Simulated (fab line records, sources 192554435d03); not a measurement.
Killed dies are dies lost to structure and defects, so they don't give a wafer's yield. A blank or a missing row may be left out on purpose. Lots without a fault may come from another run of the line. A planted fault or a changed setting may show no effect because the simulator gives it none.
fab line records | flow n5_finfet
record lots=7 wafers=21
route steps=1938 shown BEOL_M11@1554 BEOL_M12@1649 BEOL_M13@1659 BEOL_M14@1739 MIM_BOT@1833
start_h: hours from the record's first day to the start of the lot's first wafer shown | wait_h: hours since the lot's step before | " the same as in the row above | L1.1+2: a row that stands for several wafers | - no value, or no start given | * or withheld: withheld | < > ~ a bound
route shown NAME@n: a module of which the file shows steps, and the number in the route of the first | usual: mean/standard deviation of fault-free wafers | same: alike in all rows | chamber/n: place in a boat | sites: the reading at each site | _std_site: their standard deviation | _edge_site: outer sites' mean less inner sites' | radius_mm: how far each site lies from the wafer's centre | mask NAME#n: copy n | behind: the tool/chamber that last shaped the wafer | hold: why the lot was held/for how many hours/how that ended | device: the transistor (n, p or np) that didn't switch | end of line: the same wafers' tests at the end of the route | a step without rows: its recipe alone | killed: dies lost to structure and defects at the first sort, not the wafer's yield | map: a wafer's dies, x killed, . not, _ none there
set.NAME: the setting as run; set.NAME@STEP: as run at that earlier step | model.NAME: the simulator's own value behind a step, which no gauge read
lots whose settings were changed on purpose; a table a step, a row a wafer
## steps
# step N5_BEOL_M11_ETCH_62
# recipe chemistry=N2/H2 target=SOC target_depth_a=1100 overetch_a=220 mask_material=SiARC temp_c=40 time_s=165 ion_energy_ev=200 pressure_mtorr=30 source_w=840 bias_w=150 n2_flow_sccm=200 h2_flow_sccm=200
# columns lot.wafer tool chamber start_h wait_h set.time_s model.SiARC_of_BEOL_M11_COAT_60.thk_nm
L077.1 rie_diel-03 0 244.61 0.0 165 23.4
L077.4+5 " 3 " " 165 23.6
L075.2 rie_diel-03 2 255.36 0.0 148.6 23.8
L075.3 " 1 " " 165 23.8
L075.6 " 0 " " 165 23.6
L082.2 rie_diel-03 2 287.77 0.0 165 23.2
L082.4 " 3 " " 141.6 24.4
L082.5 " 3 " " 165 23.6
L083.2+3 rie_diel-05 3,0 293.83 0.0 165 23.6
L083.6 " 1 " " 165 23.4
L088.1+2+6 rie_diel-04 1,2,1 320.55 0.0 165 23.6
L089.1 rie_diel-04 1 325.88 0.0 187.7 22.8
L089.3+4 " 3,2 " " 165 23.6
L097.2+5 rie_diel-04 2,0 399.28 0.0 165 23.4
L097.4 " 1 " " 132.7 24.8
# step N5_BEOL_M11_COAT_63
# recipe resist=SOC temp_c=250 time_s=60 spin_rpm=1500 resist_thk_nm=100
# columns lot.wafer tool chamber start_h wait_h set.spin_rpm model.SOC_of_BEOL_M11_COAT_63.thk_nm
L077.1+5 litho_track-02 0 246.72 1.7 1500 100
L077.4 " 0 " " 1500 100.4
L075.2 litho_track-01 0 256.69 0.8 1500 100
L075.3 " 0 " " 1500 99.8
L075.6 " 0 " " 1551 98.6
L082.2 litho_track-02 0 292.08 3.8 1500 100.4
L082.4 " 0 " " 1500 99.8
L082.5 " 0 " " 1500 100
L083.2+3 litho_track-04 0 294.37 0.1 1500 99.8
L083.6 " 0 " " 1500 100.2
L088.1 litho_track-02 0 322.74 1.6 1397 103.6
L088.2 " 0 " " 1500 100.6
L088.6 " 0 " " 1397 103.8
L089.1+4 litho_track-04 0 326.41 0.2 1566 97.8
L089.3 " 0 " " 1500 100
L097.2 litho_track-02 0 400.92 1.3 1500 100.8
L097.4 " 0 " " 1369 104.8
L097.5 " 0 " " 1500 100.6
# step N5_BEOL_M11_COAT_64
# recipe resist=SiARC temp_c=220 time_s=60 spin_rpm=1500 resist_thk_nm=30
# step N5_BEOL_M11_COAT_22
# recipe resist=CAR-ArF spin_rpm=1500 resist_thk_nm=90
# step N5_BEOL_M11_DESCUM_33
# recipe chemistry=O2 time_s=7.9 source_power_w=50 bias_power_w=20 pressure_mtorr=20 rf_frequency_hz=2.712e+07 temp_c=40 resist=CAR-ArF o2_flow_sccm=225
# step N5_BEOL_M11_ETCH_65
# recipe chemistry=CF4 target=SiARC target_depth_a=390 mask_material=CAR-ArF time_s=65 ion_energy_ev=80 pressure_mtorr=40 source_w=545 bias_w=36 Ar_flow_sccm=100 cf4_flow_sccm=100 ends=cleared
# step N5_BEOL_M11_ETCH_66
# recipe chemistry=N2/H2 target=SOC target_depth_a=1200 overetch_a=240 mask_material=SiARC temp_c=40 time_s=180 ion_energy_ev=200 pressure_mtorr=30 source_w=840 bias_w=150 n2_flow_sccm=200 h2_flow_sccm=200
# columns lot.wafer tool chamber start_h wait_h set.spin_rpm@BEOL_M11_COAT_63 model.etch.depth_nm
L077.1+5 rie_diel-05 2,1 247.32 0.0 1500 100
L077.4 " 1 " " 1500 100.3
L075.2 rie_diel-03 1 257.11 0.0 1500 100.1
L075.3 " 0 " " 1500 99.76
L075.6 " 0 " " 1551 98.52
L082.2 rie_diel-04 1 292.62 0.0 1500 100.3
L082.4 " 3 " " 1500 99.84
L082.5 " 0 " " 1500 100
L083.2 rie_diel-05 0 294.92 0.0 1500 99.83
L083.3 " 2 " " 1500 99.76
L083.6 " 0 " " 1500 100.2
L088.1 rie_diel-05 1 323.46 0.0 1397 103.7
L088.2 " 2 " " 1500 100.6
L088.6 " 2 " " 1397 103.8
L089.1 rie_diel-05 2 326.98 0.0 1566 97.72
L089.3 " 0 " " 1500 99.95
L089.4 " 3 " " 1566 97.88
L097.2 rie_diel-04 2 401.68 0.0 1500 100.8
L097.4 " 3 " " 1369 104.8
L097.5 " 0 " " 1500 100.7
# step N5_BEOL_M11_STRIP_69
# recipe chemistry=N2/H2 temp_c=40 n2_flow_sccm=200 h2_flow_sccm=200 rf_frequency_hz=6e+07
# step N5_BEOL_M11_VIA_ETCH_34
# recipe chemistry=C4F6/O2 target=SiCOH_lowk target_depth_a=1845 mask_material=SOC taper_deg=4 time_s=69.2 ion_energy_ev=250 pressure_mtorr=30 source_w=345 bias_w=185 Ar_flow_sccm=300 C4F6_flow_sccm=10 O2_flow_sccm=10
# columns lot.wafer tool chamber start_h wait_h set.spin_rpm@BEOL_M11_COAT_63 model.SOC_of_BEOL_M11_COAT_63.thk_nm
L077.1 rie_diel-05 2 247.44 0.0 1500 91.8
L077.4 " 1 " " 1500 92
L077.5 " 1 " " 1500 91.6
L075.2 rie_diel-03 1 257.23 0.0 1500 92
L075.3 " 0 " " 1500 91.8
L075.6 " 0 " " 1551 90.4
L082.2 rie_diel-04 1 292.75 0.0 1500 92.6
L082.4 " 3 " " 1500 92
L082.5 " 0 " " 1500 91.8
L083.2+3 rie_diel-05 0,2 295.05 0.0 1500 91.6
L083.6 " 0 " " 1500 92
L088.1 rie_diel-05 1 323.58 0.0 1397 95.4
L088.2 " 2 " " 1500 92.4
L088.6 " 2 " " 1397 95.8
L089.1 rie_diel-05 2 327.11 0.0 1566 89.6
L089.3 " 0 " " 1500 91.8
L089.4 " 3 " " 1566 89.8
L097.2 rie_diel-04 2 401.80 0.0 1500 92.6
L097.4 " 3 " " 1369 97
L097.5 " 0 " " 1500 92.4
# step N5_BEOL_M12_SPUTTER_44
# recipe material=Ta target_thk_a=100 temp_c=50 bias_v=80 power_w=15000 chamber_pressure_pa=0.07 time_s=16.13
# columns lot.wafer tool chamber start_h wait_h set.time_s model.Ta_of_BEOL_M12_SPUTTER_44.thk_nm
L077.1+5 pvd_sputter-03 - 255.11 0.0 16.13 10
L077.4 " - " " 16.13 9.8
L075.2 pvd_sputter-01 - 264.48 0.0 16.13 10.2
L075.3 " - " " 14.87 9.4
L075.6 " - " " 14.87 9.2
L082.2+5 pvd_sputter-02 - 298.51 0.0 16.13 9.8
L082.4 " - " " 14.57 9
L083.2 pvd_sputter-02 - 302.18 0.0 16.13 10.2
L083.3+6 " - " " 16.13 10
L088.1 pvd_sputter-02 - 334.14 0.0 14.74 9.2
L088.2 " - " " 16.13 10.2
L088.6 " - " " 16.13 9.8
L089.1+4 pvd_sputter-01 - 335.67 0.0 16.13 9.8
L089.3 " - " " 16.91 10.2
L097.2 pvd_sputter-01 - 407.93 0.0 14.15 8.6
L097.4+5 " - " " 14.15 8.8
# step N5_BEOL_M13_ILD_DEP_00
# recipe material=SiOC target_thk_a=8379.2 temp_c=350 precursor=DEMS/O2 pressure_torr=5 rf_w=500 time_s=166.4
# columns lot.wafer tool chamber start_h wait_h set.time_s model.SiOC_of_BEOL_M13_ILD_DEP_00.thk_nm
L077.1 pecvd-03 0 256.23 0.0 166.4 835
L077.4 " 0 " " 166.4 837.4
L077.5 " 2 " " 166.4 850
L075.2 pecvd-04 1 265.60 0.0 180.7 898.2
L075.3 " 0 " " 166.4 823.8
L075.6 " 0 " " 166.4 847.4
L082.2 pecvd-03 1 299.64 0.0 146.1 733.4
L082.4 " 0 " " 166.4 847
L082.5 " 2 " " 166.4 847.2
L083.2 pecvd-03 0 303.30 0.0 175.1 862.8
L083.3 " 1 " " 166.4 820.2
L083.6 " 1 " " 166.4 826
L088.1 pecvd-04 1 335.26 0.0 166.4 825
L088.2 " 0 " " 144.3 716.8
L088.6 " 0 " " 144.3 711.6
L089.1 pecvd-01 0 336.79 0.0 166.4 835
L089.3 " 2 " " 182 899.6
L089.4 " 2 " " 182 905.8
L097.2 pecvd-04 0 409.08 0.0 179.8 889
L097.4 " 1 " " 166.4 849
L097.5 " 2 " " 166.4 841.4
# step N5_BEOL_M13_THK_MEAS_01
# recipe reads=SiOC_of_BEOL_M13_ILD_DEP_00
# usual M13_ILD_THK=836/11
# columns lot.wafer tool chamber start_h wait_h set.time_s@BEOL_M13_ILD_DEP_00 M13_ILD_THK[nm]
L077.1 film_metro-02 - 256.38 0.1 166.4 836
L077.4 " - " " 166.4 838
L077.5 " - " " 166.4 850
L075.2 film_metro-01 - 265.76 0.1 180.7 898
L075.3 " - " " 166.4 823
L075.6 " - " " 166.4 848
L082.2 film_metro-02 - 299.80 0.1 146.1 734
L082.4 " - " " 166.4 846
L082.5 " - " " 166.4 848
L083.2 film_metro-02 - 303.45 0.1 175.1 862
L083.3 " - " " 166.4 821
L083.6 " - " " 166.4 826
L088.1 film_metro-01 - 335.42 0.1 166.4 825
L088.2 " - " " 144.3 717
L088.6 " - " " 144.3 712
L089.1 film_metro-01 - 336.94 0.1 166.4 835
L089.3 " - " " 182 899
L089.4 " - " " 182 906
L097.2 film_metro-02 - 409.23 0.1 179.8 889
L097.4 " - " " 166.4 849
L097.5 " - " " 166.4 841
# step N5_BEOL_M13_COAT_58
# recipe resist=BARC temp_c=205 time_s=60 spin_rpm=1500 resist_thk_nm=89
# step N5_BEOL_M13_COAT_04
# recipe spin_rpm=1625 resist_thk_nm=400
# step N5_BEOL_M13_DESCUM_15
# recipe chemistry=O2 time_s=7.9 source_power_w=50 bias_power_w=20 pressure_mtorr=20 rf_frequency_hz=2.712e+07 temp_c=40 o2_flow_sccm=225
# step N5_BEOL_M13_ETCH_59
# recipe chemistry=N2/H2 target=BARC target_depth_a=890 overetch_a=267 time_s=67.9 ion_energy_ev=200 pressure_mtorr=30 source_w=840 bias_w=150 n2_flow_sccm=200 h2_flow_sccm=200
# step N5_BEOL_M13_VIA_ETCH_16
# recipe chemistry=C4F8/O2/Ar target=SiOC pressure_mtorr=30 source_w=3000 bias_w=700 Ar_flow_sccm=400 C4F8_flow_sccm=15 O2_flow_sccm=8 he_inner_torr=15 he_outer_torr=30 target_depth_a=9217 time_s=withheld ion_energy_ev=250 ends=cleared
# columns lot.wafer tool chamber start_h wait_h set.time_s@BEOL_M13_ILD_DEP_00 model.etch.depth_nm model.coat_of_BEOL_M13_COAT_04.thk_nm
L077.1 rie_diel-04 2 257.04 0.0 * 835.1 72.2
L077.4 " 0 " " * 837.3 72
L077.5 " 0 " " * 850 68.4
L075.2 rie_diel-05 0 266.36 0.0 * 898.1 53.2
L075.3 " 3 " " * 823.8 75.8
L075.6 " 1 " " * 847.4 66.8
L082.2 rie_diel-05 0 300.27 0.0 * 733.5 101.6
L082.4 " 2 " " * 847 68
L082.5 " 2 " " * 847.2 68.2
L083.2 rie_diel-04 0 304.05 0.0 * 862.9 65
L083.3 " 2 " " * 820.2 76.4
L083.6 " 3 " " * 826 77.4
L088.1 rie_diel-05 0 335.89 0.0 * 825.1 72.8
L088.2 " 3 " " * 716.9 108.4
L088.6 " 1 " " * 711.5 106.6
L089.1 rie_diel-05 1 337.54 0.0 * 834.9 70.2
L089.3 " 2 " " * 899.6 51.8
L089.4 " 0 " " * 905.8 50
L097.2 rie_diel-05 0 409.84 0.0 * 889 57.2
L097.4 " 1 " " * 849 67.6
L097.5 " 1 " " * 841.5 68.2
# step N5_BEOL_M13_STRIP_63
# recipe chemistry=N2/H2 power_w=1000 temp_c=250 h2_frac=0.65 overash_fraction=0.3 pressure_mtorr=1000 n2_flow_sccm=1750 h2_flow_sccm=3250
# usual oes_product_au=0.675/0.0051 strip_time_to_endpoint_s=28.1/1.1
# columns lot.wafer tool chamber start_h wait_h set.time_s@BEOL_M13_ILD_DEP_00 oes_product_au strip_time_to_endpoint_s
L077.1 plasma_asher-02 1 257.28 - 166.4 0.670 28.3
L077.4 " 1 " " 166.4 0.684 28.3
L077.5 " 0 " " 166.4 0.667 27.2
L075.2 plasma_asher-01 0 266.59 - 180.7 0.668 22.6
L075.3 " 1 " " 166.4 0.677 29.3
L075.6 " 1 " " 166.4 0.680 26.7
L082.2 plasma_asher-02 0 300.51 - 146.1 0.689 36.6
L082.4 " 1 " " 166.4 0.677 27.1
L082.5 " 0 " " 166.4 0.668 27.1
L083.2 plasma_asher-01 1 304.29 - 175.1 0.671 26.2
L083.3 " 1 " " 166.4 0.676 29.5
L083.6 " 1 " " 166.4 0.681 29.9
L088.1 plasma_asher-01 0 336.13 - 166.4 0.667 28.5
L088.2 " 1 " " 144.3 0.684 38.5
L088.6 " 1 " " 144.3 0.691 38.0
L089.1 plasma_asher-01 1 337.78 - 166.4 0.674 27.7
L089.3 " 1 " " 182 0.662 22.2
L089.4 " 0 " " 182 0.660 21.6
L097.2 plasma_asher-02 1 410.07 - 179.8 0.669 23.8
L097.4 " 0 " " 166.4 0.675 27.0
L097.5 " 0 " " 166.4 0.681 27.2
# step N5_BEOL_M14_COAT_22
# recipe spin_rpm=2888 resist_thk_nm=300
# columns lot.wafer tool chamber start_h wait_h set.spin_rpm model.coat_of_BEOL_M14_COAT_22.thk_nm
L077.1 litho_track-03 0 - - 2888 298.4
L077.4 " 0 " " 2888 297.4
L077.5 " 0 " " 2888 297.2
L075.2 litho_track-03 0 - - 2888 298.4
L075.3 " 0 " " 2764 305.8
L075.6 " 0 " " 2888 298.6
L082.2 litho_track-04 0 - - 2888 300.2
L082.4 " 0 " " 3181 286.4
L082.5 " 0 " " 3181 286.6
L083.2 litho_track-01 0 - - 2888 301
L083.3 " 0 " " 2888 298.8
L083.6 " 0 " " 2888 299.8
L089.1 litho_track-04 0 - - 2888 299.2
L089.3 " 0 " " 2681 310.6
L089.4 " 0 " " 2888 299
L088.1 litho_track-04 0 - - 2888 298.8
L088.2 " 0 " " 2888 299.2
L088.6 " 0 " " 2888 299.6
L097.2 litho_track-04 0 - - 2727 310
L097.4 " 0 " " 2727 309
L097.5 " 0 " " 2888 300.2
# step N5_BEOL_M14_PEB_26
# recipe peb_temp_c=130 peb_time_s=90
# columns lot.wafer tool chamber start_h wait_h set.peb_temp_c
L077.1+4+5 litho_track-04 0 265.84 0.1 130
L075.2+3 litho_track-04 0 272.90 0.0 130
L075.6 " 0 " " 132.9
L082.2+5 litho_track-03 0 305.23 0.0 127.7
L082.4 " 0 " " 130
L083.2+3+6 litho_track-01 0 309.56 0.0 133.7
L089.1+3 litho_track-01 0 344.44 0.1 130
L089.4 " 0 " " 128.7
L088.1+6 litho_track-04 0 345.90 0.1 130
L088.2 " 0 " " 128
L097.2+5 litho_track-03 0 415.01 0.0 126.9
L097.4 " 0 " " 130
# step N5_BEOL_M14_DEVELOP_27
# recipe develop_time_s=45 rinse_liquid=diw dry=air_spin dev_temp_c=21
# columns lot.wafer tool chamber start_h wait_h set.develop_time_s
L077.1+4+5 litho_track-04 0 - - 45
L075.2+6 litho_track-04 0 - - 45
L075.3 " 0 " " 41.69
L082.2+4 litho_track-03 0 - - 49.4
L082.5 " 0 " " 45
L083.2+3+6 litho_track-01 0 - - 45
L089.1 litho_track-01 0 - - 52.26
L089.3+4 " 0 " " 45
L088.1+6 litho_track-04 0 - - 45
L088.2 " 0 " " 53.06
L097.2+4+5 litho_track-03 0 - - 45
# step N5_BEOL_M14_HARDBAKE_32
# recipe temp_c=130 time_s=120
# step N5_BEOL_M14_CD_MEAS_28
# recipe target_cd_nm=284.4 landing_energy_ev=500 detector=se_inlens
# usual cd_nm=284.1/2.1
# columns lot.wafer tool chamber start_h wait_h set.peb_temp_c@BEOL_M14_PEB_26 cd_nm
L077.1 cd_sem-03 0 265.96 - 130 281.2
L077.4 " 0 " " 130 283.7
L077.5 " 0 " " 130 283.7
L075.2 cd_sem-02 0 273.02 - 130 280.9
L075.3 " 0 " " 130 285.0
L075.6 " 0 " " 132.9 293.5
L082.2 cd_sem-01 0 305.35 - 127.7 271.1
L082.4 " 0 " " 130 285.2
L082.5 " 0 " " 127.7 270.6
L083.2 cd_sem-03 0 309.67 - 133.7 299.6
L083.3 " 0 " " 133.7 298.1
L083.6 " 0 " " 133.7 294.9
L089.1 cd_sem-01 0 344.56 - 130 284.2
L089.3 " 0 " " 130 282.7
L089.4 " 0 " " 128.7 276.0
L088.1 cd_sem-02 0 346.02 - 130 283.4
L088.2 " 0 " " 128 273.7
L088.6 " 0 " " 130 282.7
L097.2 cd_sem-02 0 415.13 - 126.9 267.5
L097.4 " 0 " " 130 285.9
L097.5 " 0 " " 126.9 272.4
# step N5_BEOL_M14_DESCUM_33
# recipe chemistry=O2 time_s=7.9 source_power_w=50 bias_power_w=20 pressure_mtorr=20 rf_frequency_hz=2.712e+07 temp_c=40 o2_flow_sccm=225
# columns lot.wafer tool chamber start_h wait_h set.peb_temp_c@BEOL_M14_PEB_26 model.BEOL_M14.cd_nm
L077.1 rie_diel-01 3 266.05 0.0 130 280.8
L077.4+5 " 2,3 " " 130 283.4
L075.2 rie_diel-06 1 273.11 0.0 130 280.4
L075.3 " 0 " " 130 285.4
L075.6 " 3 " " 132.9 293.8
L082.2 rie_diel-01 3 305.44 0.0 127.7 271.2
L082.4 " 2 " " 130 285
L082.5 " 0 " " 127.7 270.8
L083.2 rie_diel-02 2 309.76 0.0 133.7 299.8
L083.3 " 3 " " 133.7 298.2
L083.6 " 0 " " 133.7 294.8
L089.1 rie_diel-02 0 344.68 0.1 130 284
L089.3 " 3 " " 130 283
L089.4 " 1 " " 128.7 276.4
L088.1 rie_diel-06 3 346.11 0.0 130 283.8
L088.2 " 2 " " 128 273.2
L088.6 " 2 " " 130 282.8
L097.2 rie_diel-02 2 415.38 0.2 126.9 267.6
L097.4 " 1 " " 130 286
L097.5 " 0 " " 126.9 272.2
# step N5_BEOL_M14_ETCH_67
# recipe chemistry=CF4 target=SiARC target_depth_a=1430 time_s=238.3 ion_energy_ev=80 pressure_mtorr=40 source_w=545 bias_w=36 Ar_flow_sccm=100 cf4_flow_sccm=100 ends=cleared
# step N5_BEOL_M14_ETCH_68
# recipe chemistry=N2/H2 target=SOC mask_material=SiARC source_w=3000 bias_w=350 temp_c=40 time_s=450 ion_energy_ev=200 pressure_mtorr=30 n2_flow_sccm=200 h2_flow_sccm=200
# columns lot.wafer tool chamber start_h wait_h set.peb_temp_c@BEOL_M14_PEB_26 model.BEOL_M14.cd_nm
L077.1 rie_diel-01 3 266.23 0.1 130 275.2
L077.4 " 2 " " 130 278.6
L077.5 " 3 " " 130 277
L075.2 rie_diel-06 1 273.29 0.1 130 277
L075.3 " 0 " " 130 281.6
L075.6 " 3 " " 132.9 287.8
L082.2+5 rie_diel-01 3,0 305.62 0.1 127.7 266
L082.4 " 2 " " 130 280.8
L083.2 rie_diel-02 2 309.94 0.1 133.7 296.6
L083.3 " 3 " " 133.7 294.8
L083.6 " 0 " " 133.7 291.2
L089.1 rie_diel-02 0 344.86 0.1 130 280.4
L089.3 " 3 " " 130 279
L089.4 " 1 " " 128.7 270.8
L088.1 rie_diel-06 3 346.29 0.1 130 278.4
L088.2 " 2 " " 128 269.4
L088.6 " 2 " " 130 279
L097.2 rie_diel-02 2 415.56 0.1 126.9 262.2
L097.4 " 1 " " 130 281.2
L097.5 " 0 " " 126.9 268
# step N5_MIM_BOT_SPUTTER_00
# recipe material=TiN target_thk_a=350 temp_c=200 power_w=3000 chamber_pressure_pa=0.49996 gas=Ar reactive_partial_pa=0.37997 time_s=89.7
# columns lot.wafer tool chamber start_h wait_h set.time_s model.TiN_of_MIM_BOT_SPUTTER_00.thk_nm
L077.1+4+5 pvd_sputter-02 - 278.82 0.0 89.7 35.4
L075.2 pvd_sputter-03 - 284.35 0.0 89.7 35.6
L075.3 " - " " 89.7 35.4
L075.6 " - " " 94.53 37.2
L082.2 pvd_sputter-01 - 319.45 0.0 89.7 35.4
L082.4 " - " " 89.7 35.6
L082.5 " - " " 84 33
L083.2+6 pvd_sputter-01 - 319.83 0.0 89.7 35.2
L083.3 " - " " 89.7 35
L089.1 pvd_sputter-01 - 358.63 0.0 78.82 30.8
L089.3 " - " " 78.82 30.6
L089.4 " - " " 89.7 35.2
L088.1 pvd_sputter-02 - 362.18 0.0 89.7 35.2
L088.2 " - " " 94.24 37
L088.6 " - " " 89.7 35
L097.2 pvd_sputter-03 - 434.05 0.0 78.1 30.4
L097.4 " - " " 89.7 35.2
L097.5 " - " " 89.7 35
## key
split step=N5_BEOL_M11_ETCH_62 setting=time_s stated=165 by=wafer
response step=N5_BEOL_M11_ETCH_62 reading=model.SiARC_of_BEOL_M11_COAT_60.thk_nm change=-0.0614 per=1% r=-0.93
split step=N5_BEOL_M11_COAT_63 setting=spin_rpm stated=1500 by=wafer
response step=N5_BEOL_M11_COAT_63 reading=model.SOC_of_BEOL_M11_COAT_63.thk_nm change=-0.461 per=1% r=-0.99
response step=N5_BEOL_M11_ETCH_66 reading=model.etch.depth_nm change=-0.462 per=1% r=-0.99
response step=N5_BEOL_M11_VIA_ETCH_34 reading=model.SOC_of_BEOL_M11_COAT_63.thk_nm change=-0.49 per=1% r=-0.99
split step=N5_BEOL_M12_SPUTTER_44 setting=time_s stated=16.13 by=wafer
response step=N5_BEOL_M12_SPUTTER_44 reading=model.Ta_of_BEOL_M12_SPUTTER_44.thk_nm change=+0.0936 per=1% r=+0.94
split step=N5_BEOL_M13_ILD_DEP_00 setting=time_s stated=166.4 by=wafer
response step=N5_BEOL_M13_ILD_DEP_00 reading=model.SiOC_of_BEOL_M13_ILD_DEP_00.thk_nm change=+7.93 per=1% r=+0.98
response step=N5_BEOL_M13_THK_MEAS_01 reading=M13_ILD_THK change=+7.9 per=1% r=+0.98
response step=N5_BEOL_M13_VIA_ETCH_16 reading=model.etch.depth_nm change=+7.93 per=1% r=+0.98
response step=N5_BEOL_M13_VIA_ETCH_16 reading=model.coat_of_BEOL_M13_COAT_04.thk_nm change=-2.34 per=1% r=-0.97
response step=N5_BEOL_M13_STRIP_63 reading=oes_product_au change=-0.00137 per=1% r=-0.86
response step=N5_BEOL_M13_STRIP_63 reading=strip_time_to_endpoint_s change=* per=1% r=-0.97
split step=N5_BEOL_M14_COAT_22 setting=spin_rpm stated=2888 by=wafer
response step=N5_BEOL_M14_COAT_22 reading=model.coat_of_BEOL_M14_COAT_22.thk_nm change=-1.49 per=1% r=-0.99
split step=N5_BEOL_M14_PEB_26 setting=peb_temp_c stated=130 by=wafer
response step=N5_BEOL_M14_CD_MEAS_28 reading=cd_nm change=+6.36 per=1% r=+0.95
response step=N5_BEOL_M14_DESCUM_33 reading=model.BEOL_M14.cd_nm change=+6.42 per=1% r=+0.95
response step=N5_BEOL_M14_ETCH_68 reading=model.BEOL_M14.cd_nm change=+6.22 per=1% r=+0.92
split step=N5_BEOL_M14_DEVELOP_27 setting=develop_time_s stated=45 by=wafer
response none clear
split step=N5_MIM_BOT_SPUTTER_00 setting=time_s stated=89.7 by=wafer
response step=N5_MIM_BOT_SPUTTER_00 reading=model.TiN_of_MIM_BOT_SPUTTER_00.thk_nm change=+0.366 per=1% r=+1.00
